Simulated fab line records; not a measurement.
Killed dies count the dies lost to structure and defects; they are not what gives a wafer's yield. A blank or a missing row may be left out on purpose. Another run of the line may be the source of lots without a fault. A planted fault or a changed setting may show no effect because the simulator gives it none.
Matching of chambers    flow n5-finfet    4 sister chambers for N5_BEOL_M2_VIA_ETCH_34 on rie-diel-02
The step etches the open film in C4F6/O2, target depth 69.4 nm, time 65.9 s. 16 wafers are shown with their chamber, then 8 later ones without.

WAFERS, EACH WITH ITS CHAMBER
wafer   chamber  throttle-valve-pct (%)  showerhead-plenum-p-Torr (Torr)  drypump-motor-current-A (A)
L074.1  0        30.75                   2.76                             5.6
L074.2  1        30.48                   2.84                             6.1
L074.5  0        30.77                   2.76                             5.6
L076.3  1        30.52                   2.84                             6.1
L076.4  0        30.77                   2.76                             5.6
L076.6  0        30.76                   2.76                             5.7
L082.1  0        30.75                   2.75                             5.6
L082.3  2        31.22                   2.84                             6.0
L082.5  3        30.60                   2.86                             6.0
L083.2  1        30.53                   2.83                             6.1
L083.5  2        31.24                   2.84                             6.0
L083.6  3        30.58                   2.86                             6.1
L091.1  2        31.25                   2.83                             5.9
L091.4  3        30.62                   2.85                             6.0
L091.6  2        31.24                   2.83                             5.9
L095.2  0        30.79                   2.74                             5.6

SIGNATURES, as means of the wafers listed above
reading                   chamber 0  chamber 1  chamber 2  chamber 3  scatter within a chamber
throttle-valve-pct        30.7650    30.5100    31.2375    30.6000    0.0179
showerhead-plenum-p-Torr  2.7550     2.8367     2.8350     2.8567     0.00697
drypump-motor-current-A   5.617      6.100      5.950      6.033      0.0456
Rule: a wafer's distance from a chamber is the root of the sum, over the readings, of the square of ((its reading less the chamber's mean) divided by the reading's scatter). If the next closest chamber is less than 2 further off than the closest, the wafer can't be placed; otherwise it belongs to the closest. How the scatter is found: for the shown wafers, subtract from each reading the mean of its chamber, square and add these, divide the total by (wafers less chambers), then take the root.

WAFERS WITHOUT THEIR CHAMBER
wafer   throttle-valve-pct (%)  showerhead-plenum-p-Torr (Torr)  drypump-motor-current-A (A)
L095.5  31.25                   2.83                             6.0
L095.6  30.55                   2.82                             6.1
L096.1  31.25                   2.82                             5.9
L096.2  30.64                   2.84                             6.0
L096.3  30.80                   2.74                             5.6
L097.1  31.26                   2.82                             6.0
L097.2  30.53                   2.82                             6.1
L097.4  30.81                   2.74                             5.7

WHICH CHAMBER EACH ONE RAN IN
wafer   from the rows above  in truth
L095.5  2                    2
L095.6  1                    1
L096.1  2                    2
L096.2  3                    3
L096.3  0                    0
L097.1  2                    2
L097.2  1                    1
L097.4  0                    0
Correct placement for 8 of the 8. Left unplaced by these rows: 0. 0 placed wrongly.
